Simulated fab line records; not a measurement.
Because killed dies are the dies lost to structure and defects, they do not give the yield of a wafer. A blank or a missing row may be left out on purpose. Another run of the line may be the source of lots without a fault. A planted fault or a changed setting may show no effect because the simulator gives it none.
fab line records	flow nandHarc	part 2 of 2: steps 5 to 6 of 6
[record] lots = 21	wafers = 63	lastDay = 33
route steps=1302 shown A_CHANNEL_FILL_D1@517 A_CHANNEL_HOLE_D2@589
lots that met no fault: from a run of the same line without faults
startH: hours from the record's first day to the start of the lot's first wafer shown	waitH: time in hours since the lot's previous step	" as in the row above	L1.1+2: several wafers, shown together as one row	- no value, or no start was given	* or withheld: withheld	< > ~ a bound
route shown NAME@n: NAME is a module with steps in the file, n the number in the route of the first one	usual: mean and standard deviation over wafers with no fault	same: alike in all rows	chamber/n: place in a boat	sites: the reading at each site	_std_site: the values' standard deviation	_edge_site: outer sites' mean less inner sites'	radiusMm: how far each site lies from the wafer's centre	mask NAME#n: copy n	behind: the last tool/chamber to shape the wafer	hold: what put the lot on hold/how long, in hours/how the hold closed	device: the transistor (n, p or np) that didn't switch	end of line: at the end of the route, the tests of the same wafers	a step with no rows: only its recipe	killed: not the wafer's yield, but the dies lost to structure and defects at the first sort	map: shows each die of a wafer: x if killed, . if not, _ if none is there
set.NAME: setting as actually run; set.NAME@STEP: the setting as run at that earlier step	model.NAME: the simulator's own value behind a step, which no gauge read
the route's steps for a sample of lots (tables are steps, rows are wafers)
services: a tool's chamber out of use, with start hour (startH, from the record's first day; less than 0 if before it), hours out, and reason
[[steps]]
[step NHARC_A_CHANNEL_HOLE_D2_ETCH_24]
[recipe] biasV = 5000	sourceW = withheld	pressureMtorr = 20	timeS = 906.2	arFlowSccm = 375	c4f8FlowSccm = 93.8	o2FlowSccm = 31.2	tempC = -20	targetDepthA = 15000	chemistry = C4F8/O2/Ar
[usual] drypumpMotorCurrentA = 5.8/0.49	mfcArSccm = 375.0/1.1	showerheadPlenumPTorr = 3.68/0.033	throttleValvePct = 32.236/0.0099
[same] timeS = 906.2
lot.wafer	tool	chamber	startH	waitH	drypumpMotorCurrentA	mfcArSccm	rfHoursCounterH	showerheadPlenumPTorr	throttleValvePct
L074.2	harEtch-02	0	296.94	0.6	6.5	375.8	354	3.73	32.250
L074.1	"	1	"	"	5.4	373.7	345	3.73	32.248
L074.5	"	1	"	"	5.4	374.0	-	3.73	32.230
L076.2	harEtch-01	0	314.18	0.6	5.4	374.3	170	3.68	32.245
L076.4	"	0	"	"	5.4	375.6	-	3.68	32.236
L076.5	"	0	"	"	5.4	374.8	-	3.68	32.223
L078.1	harEtch-02	0	329.51	0.6	6.6	376.1	369	3.72	32.231
L078.2	"	1	"	"	5.4	376.9	361	3.73	32.229
L078.5	"	0	"	"	6.5	375.3	-	3.72	32.231
L079.1	harEtch-01	0	350.90	0.6	5.4	375.9	193	3.67	32.243
L079.2	"	1	"	"	5.7	377.2	193	3.67	32.244
L079.5	"	1	"	"	5.7	373.7	-	3.67	32.255
L080.1	harEtch-02	0	351.07	0.6	6.5	375.3	388	3.71	32.232
L080.3	"	1	"	"	5.4	376.7	-	3.72	32.245
L080.5	"	1	"	"	5.4	375.4	-	3.72	32.232
L081.3	harEtch-02	1	370.08	0.6	5.4	375.6	-	3.71	32.240
L081.4	"	0	"	"	6.6	375.4	-	3.71	32.243
L081.6	"	1	"	"	5.4	375.4	-	3.71	32.234
L082.2	harEtch-01	1	391.51	0.6	5.8	374.5	216	3.66	32.245
L082.4	"	0	"	"	5.4	373.5	-	3.66	32.240
L082.6	"	1	"	"	5.7	373.7	-	3.66	32.238
L083.2	harEtch-01	0	397.81	0.6	5.4	374.5	220	3.66	32.232
L083.1	"	1	"	"	5.7	374.1	220	3.66	32.218
L083.3	"	1	"	"	5.7	375.3	-	3.66	32.231
L085.1	harEtch-02	0	407.84	0.6	6.5	374.4	6	3.70	32.236
L085.2	"	1	"	"	5.4	374.5	6	3.71	32.239
L085.6	"	1	"	"	5.4	373.9	-	3.71	32.221
L086.1	harEtch-01	1	408.04	0.6	5.7	376.1	224	3.66	32.225
L086.2	"	0	"	"	5.4	375.5	224	3.66	32.253
L086.5	"	1	"	"	5.7	377.2	-	3.66	32.228
L084.2	harEtch-02	1	412.00	0.6	5.4	374.4	10	3.70	32.239
L084.3	"	0	"	"	6.5	375.8	-	3.70	32.244
L084.6	"	1	"	"	5.4	374.8	-	3.70	32.227
L087.1	harEtch-02	0	424.18	0.6	6.6	374.5	21	3.69	32.218
L087.4	"	1	"	"	5.4	375.4	-	3.70	32.243
L087.6	"	0	"	"	6.6	375.6	-	3.69	32.247
L088.2	harEtch-01	0	447.04	0.6	5.4	375.3	247	3.64	32.240
L088.3	"	0	"	"	5.5	375.0	-	3.64	32.228
L088.5	"	1	"	"	5.7	374.8	-	3.64	32.223
L091.1	harEtch-01	1	457.62	0.6	5.7	376.6	254	3.64	32.215
L091.6	"	1	"	"	5.7	377.1	-	3.64	32.221
L091.5	"	0	"	"	5.5	374.0	-	3.64	32.228
L089.2	harEtch-02	0	460.78	0.6	6.5	374.7	40	3.68	32.245
L089.3	"	1	"	"	5.4	374.2	-	3.69	32.223
L089.5	"	1	"	"	5.4	375.6	-	3.69	32.241
L090.2	harEtch-01	1	466.80	0.6	5.7	374.4	262	3.63	32.222
L090.3	"	1	"	"	5.7	373.6	-	3.64	32.219
L090.5	"	1	"	"	5.7	374.8	-	3.64	32.239
L092.1	harEtch-02	0	469.11	0.6	6.5	373.9	48	3.68	32.232
L092.5	"	0	"	"	6.5	374.8	-	3.68	32.241
L092.6	"	1	"	"	5.4	373.8	-	3.68	32.237
L093.1	harEtch-02	1	483.04	0.6	5.4	373.9	59	3.68	32.248
L093.2	"	0	"	"	6.6	375.0	59	3.67	32.225
L093.3	"	0	"	"	6.6	375.5	-	3.67	32.243
L095.3	harEtch-02	0	516.53	0.6	6.5	375.6	-	3.66	32.234
L095.4	"	1	"	"	5.4	374.1	-	3.67	32.253
L095.6	"	0	"	"	6.5	376.9	-	3.66	32.236
L096.1	harEtch-01	1	518.77	0.6	5.7	376.4	292	3.62	32.234
L096.3	"	1	"	"	5.6	376.6	-	3.62	32.245
L096.6	"	0	"	"	5.4	375.8	-	3.62	32.229
L097.1	harEtch-02	0	527.14	0.6	6.5	373.4	82	3.66	32.222
L097.2	"	1	"	"	5.4	376.0	82	3.66	32.239
L097.6	"	1	"	"	5.4	376.5	-	3.66	32.235
[step NHARC_A_CHANNEL_HOLE_D2_STRIP_28]
[recipe] o2FlowSccm = 500	arFlowSccm = 0	biasW = 0	chemistry = O2
[usual] drypumpMotorCurrentA = 5.8/0.61	mfcArSccm = 0.012/0.013	oesProductAu = 0.999/0.011	rfVppV = 57.5/0.88	showerheadPlenumPTorr = 3.43/0.13	throttleValvePct = 17.037/0.0093
[same] biasW = 0
lot.wafer	tool	chamber	startH	waitH	drypumpMotorCurrentA	mfcArSccm	oesProductAu	rfHoursCounterH	rfVppV	showerheadPlenumPTorr	throttleValvePct
L074.2	rieDiel-11	3	-	-	4.9	0.029	0.986	1.9	57.8	3.33	17.041
L074.1	"	1	"	"	6.5	0.020	0.996	1.6	56.6	3.69	17.045
L074.5	"	0	"	"	6.4	0.004	1.006	-	57.4	3.37	17.035
L076.2	rieDiel-07	0	-	-	5.7	0	1.010	0.8	56.9	3.32	17.040
L076.4	"	2	"	"	5.7	0	0.990	0.9	58.0	3.61	17.060
L076.5	"	3	"	"	5.9	0	0.991	-	56.9	3.31	17.039
L078.2	rieDiel-12	3	-	-	5.5	0	1.007	4.1	57.3	3.47	17.032
L078.1	"	2	"	"	5.6	0.030	0.997	3.6	59.2	3.35	17.038
L078.5	"	0	"	"	4.8	0	0.995	-	57.7	3.59	17.021
L079.1	rieDiel-11	1	-	-	6.5	0.020	1.000	4.4	56.7	3.68	17.040
L079.2	"	2	"	"	6.4	0.002	0.988	5.1	55.4	3.36	17.013
L079.5	"	0	"	"	6.4	0.004	1.014	-	57.4	3.37	17.039
L080.3	rieDiel-12	2	-	-	5.6	0.030	1.000	4.5	57.9	3.35	17.035
L080.1	"	0	"	"	4.8	0	1.003	5.4	58.1	3.59	17.053
L080.5	"	2	"	"	5.6	0.030	1.016	-	56.9	3.35	17.029
L081.3	rieDiel-11	3	-	-	4.9	0.029	0.992	6.0	56.5	3.33	17.043
L081.4	"	2	"	"	6.4	0.002	0.996	5.5	56.8	3.36	17.032
L081.6	"	0	"	"	6.3	0.004	1.019	-	57.0	3.37	17.041
L082.4	rieDiel-07	2	-	-	5.7	0	0.989	5.8	57.1	3.61	17.038
L082.2	"	3	"	"	5.8	0	0.996	4.3	56.9	3.30	17.047
L082.6	"	3	"	"	5.9	0	0.995	-	57.5	3.30	17.035
L083.1	rieDiel-11	3	-	-	4.9	0.029	0.997	7.3	57.8	3.33	17.044
L083.2	"	0	"	"	6.4	0.004	1.011	7.4	57.6	3.37	17.029
L083.3	"	1	"	"	6.6	0.020	0.999	6.1	59.1	3.68	17.039
L085.2	rieDiel-11	1	-	-	6.6	0.020	0.999	7.0	58.6	3.68	17.031
L085.1	"	2	"	"	6.5	0.002	1.002	7.7	58.5	3.36	17.027
L085.6	"	1	"	"	6.6	0.020	0.993	-	57.0	3.68	17.041
L086.1	rieDiel-12	3	-	-	5.5	0	0.984	8.1	56.8	3.47	17.040
L086.2	"	0	"	"	4.8	0	0.990	7.7	58.8	3.59	17.035
L086.5	"	0	"	"	4.8	0	0.984	-	57.9	3.59	17.036
L084.2	rieDiel-11	1	-	-	6.5	0.020	1.008	7.4	58.3	3.68	17.049
L084.3	"	3	"	"	4.9	0.029	1.004	8.4	56.8	3.33	17.026
L084.6	"	1	"	"	6.6	0.020	1.010	-	58.7	3.68	17.047
L087.4	rieDiel-11	3	-	-	4.9	0.029	0.994	9.1	55.9	3.33	17.034
L087.1	"	1	"	"	6.5	0.020	0.998	8.4	59.3	3.68	17.031
L087.6	"	0	"	"	6.3	0.004	1.007	-	57.3	3.37	17.030
L088.3	rieDiel-07	1	-	-	5.3	0.017	0.989	8.9	56.9	3.58	17.023
L088.2	"	3	"	"	5.8	0	0.999	8.4	56.2	3.30	17.032
L088.5	"	1	"	"	5.3	0.017	0.992	-	57.8	3.58	17.038
L091.1	rieDiel-11	2	-	-	6.4	0.002	0.990	0.8	58.5	3.36	17.059
L091.5	"	1	"	"	6.6	0.020	1.012	-	57.0	3.68	17.026
L091.6	"	2	"	"	6.4	0.002	0.993	-	57.8	3.36	17.048
L089.3	rieDiel-11	2	-	-	6.4	0.002	0.983	1.0	57.5	3.36	17.042
L089.2	"	3	"	"	4.9	0.029	0.996	1.1	55.7	3.33	17.042
L089.5	"	1	"	"	6.6	0.020	1.010	-	59.0	3.68	17.036
L090.3	rieDiel-11	3	-	-	4.9	0.029	0.991	1.6	57.9	3.33	17.026
L090.2	"	0	"	"	6.3	0.004	1.020	2.0	57.6	3.36	17.044
L090.5	"	1	"	"	6.6	0.020	1.020	-	57.9	3.68	17.043
L092.1	rieDiel-11	1	-	-	6.6	0.020	0.999	2.2	57.9	3.68	17.028
L092.5	"	2	"	"	6.4	0.002	0.980	-	56.7	3.36	17.031
L092.6	"	3	"	"	4.9	0.029	0.990	-	57.6	3.33	17.029
L093.3	rieDiel-07	1	-	-	5.3	0.017	0.988	0.1	57.9	3.58	17.052
L093.2	"	2	"	"	5.7	0	0.982	0.1	57.9	3.61	17.036
L093.1	"	3	"	"	5.9	0	0.999	0.1	57.2	3.30	17.032
L095.4	rieDiel-07	2	-	-	5.7	0	0.991	2.4	57.9	3.60	17.047
L095.3	"	1	"	"	5.3	0.017	0.982	1.6	58.9	3.58	17.039
L095.6	"	3	"	"	5.8	0	0.999	-	56.2	3.30	17.038
L096.3	rieDiel-11	3	-	-	4.9	0.029	1.003	3.3	57.2	3.33	17.028
L096.1	"	1	"	"	6.5	0.020	1.006	3.4	59.5	3.68	17.035
L096.6	"	3	"	"	4.9	0.029	1.010	-	58.0	3.33	17.037
L097.1	rieDiel-12	2	-	-	5.6	0.030	1.018	6.2	56.9	3.34	17.041
L097.2	"	3	"	"	5.5	0	1.006	4.7	58.0	3.47	17.043
L097.6	"	2	"	"	5.6	0.030	1.008	-	57.0	3.34	17.049
[[services]]
tool	chamber	startH	hours	kind
rieDiel-12	-	268.40	9.0	pm
rieDiel-11	0	289.00	-	clean
rieDiel-11	1	289.00	-	clean
rieDiel-11	2	289.00	-	clean
rieDiel-11	3	289.00	-	clean
rieDiel-07	-	294.20	9.0	pm
rieDiel-11	0	313.50	-	clean
rieDiel-11	1	313.50	-	clean
rieDiel-11	1	321.73	7.7	repair
rieDiel-07	3	366.85	12.2	repair
harEtch-02	-	377.00	17.0	pm
harEtch-02	0	377.00	17.0	ventCycle
harEtch-02	1	377.00	17.0	ventCycle
rieDiel-11	1	381.32	4.5	repair
rieDiel-07	2	385.71	4.4	repair
harEtch-02	0	394.00	-	clean
harEtch-02	0	394.00	-	consumableReplace:esc
harEtch-02	0	394.00	-	consumableReplace:focusRing
harEtch-02	1	394.00	-	clean
harEtch-02	1	394.00	-	consumableReplace:focusRing
rieDiel-11	3	430.20	11.9	repair
rieDiel-11	-	432.50	9.0	pm
rieDiel-12	-	445.44	9.0	pm
rieDiel-07	-	471.20	9.0	pm
